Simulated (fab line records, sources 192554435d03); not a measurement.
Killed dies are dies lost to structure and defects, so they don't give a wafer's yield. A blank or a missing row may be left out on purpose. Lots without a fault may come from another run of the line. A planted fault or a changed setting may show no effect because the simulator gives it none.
Split-lot experiment | flow n5_finfet | 7 lots, 21 wafers read, on a route of 1938 steps

THE SPLIT
At N5_SPACER0_ALD_00 (deposits SiOCN, target thk 3.5 nm, pulse time 3 s, purge time 2 s), the setting ald_cycles was moved away from the recipe's 58 on 8 of the 21 wafers read, by -10.3% to +12.1%. The other wafers ran this setting at the recipe's value.

The reading is taken at the split's own step.

THE READING
SiOCN_of_SPACER0_ALD_00.thk_nm (the simulator's own value, which no gauge read), in nm, at N5_SPACER0_ALD_00 (deposits SiOCN, target thk 3.5 nm, pulse time 3 s, purge time 2 s). The file gives no usual value for it. The 13 wafers here that ran the recipe average 3.4 nm, standard deviation 0.084 nm.

wafer  | tool, chamber at the split | ald_cycles as run | against the recipe | SiOCN_of_SPACER0_ALD_00.thk_nm, nm | against lot-mates on the recipe
L077.1 | ald_sin-04, 0,1            | 52                | -10.3%             | 3.2                                | -0.2
L077.3 | ald_sin-04, 0,1            | 52                | -10.3%             | 3.2                                | -0.2
L077.5 | ald_sin-04, 3              | 58                | recipe             | 3.4                                | -
L078.1 | ald_sin-03, 2              | 58                | recipe             | 3.6                                | -
L078.6 | ald_sin-03, 2              | 58                | recipe             | 3.6                                | -
L078.2 | ald_sin-03, 0              | 58                | recipe             | 3.4                                | -
L079.2 | ald_sin-02, 0              | 58                | recipe             | 3.4                                | -
L079.3 | ald_sin-02, 3,1            | 65                | +12.1%             | 4                                  | +0.6
L079.5 | ald_sin-02, 3,1            | 65                | +12.1%             | 4                                  | +0.6
L080.1 | ald_sin-02, 2              | 58                | recipe             | 3.6                                | -
L080.2 | ald_sin-02, 1              | 58                | recipe             | 3.4                                | -
L080.6 | ald_sin-02, 0              | 54                | -6.9%              | 3.2                                | -0.3
L083.3 | ald_sin-03, 3,1,1          | 58                | recipe             | 3.4                                | -
L083.4 | ald_sin-03, 3,1,1          | 58                | recipe             | 3.4                                | -
L083.6 | ald_sin-03, 3,1,1          | 58                | recipe             | 3.4                                | -
L084.2 | ald_sin-02, 0              | 58                | recipe             | 3.4                                | -
L084.5 | ald_sin-02, 0              | 58                | recipe             | 3.4                                | -
L084.6 | ald_sin-02, 3              | 55                | -5.2%              | 3.4                                | +0.0
L090.1 | ald_sin-03, 2,1            | 65                | +12.1%             | 4                                  | +0.6
L090.6 | ald_sin-03, 2,1            | 65                | +12.1%             | 4                                  | +0.6
L090.5 | ald_sin-03, 0              | 58                | recipe             | 3.4                                | -
Where a row lists several chambers, the file gives one row for several wafers and doesn't say which wafer went through which chamber.

THE FIT
A straight line over all 21 wafers: SiOCN_of_SPACER0_ALD_00.thk_nm changes by +0.0381 nm for each +1% of ald_cycles; r = +0.94; the points scatter about the line by 0.092 nm.
The same after taking each lot's own level away (the mean of its wafers on the recipe; 21 wafers): +0.0395 nm for each +1%; r = +0.94; scatter 0.098 nm.
On that fit, the largest move of ald_cycles shifts the reading by 0.48 nm.
The lots' own levels span 3.40 to 3.53 nm, that is 1.6 times the standard deviation above.
So the lot-to-lot level changes the slope little: the two slopes agree.
Check: with one of the wafers moved furthest among these (+12.1%) left out of the fit, the line predicts +0.51 nm for it against its lot-mates. It came out at +0.6 nm against them.

OTHER SPLITS ON THESE WAFERS
These wafers also went through other splits before the reading. Each is held against what the fit with the lots' levels taken away leaves over:
other split on the same wafers           | wafers away from the commonest value | r with SiOCN_of_SPACER0_ALD_00.thk_nm (lot level and that fit taken away)
N5_ZERO_LAYER_ETCH_18 icp_w              | 6                                    | +0.24
N5_WELL_APT_COAT_02 spin_rpm             | 5                                    | +0.07
N5_PMOS_HMC_CHANNEL_EPI_COAT_31 spin_rpm | 5                                    | +0.20
N5_PMOS_HMC_CHANNEL_EPI_COAT_03 spin_rpm | 5                                    | -0.08
N5_FIN_SAQP_PECVD_06 time_s              | 4                                    | -0.57
N5_FIN_CUT_EXPOSE_05 dose_mj             | 6                                    | -0.05

THE FILE'S OWN FIT
SiOCN_of_SPACER0_ALD_00.thk_nm changes by +0.0394 nm for each +1% of ald_cycles, r = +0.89.
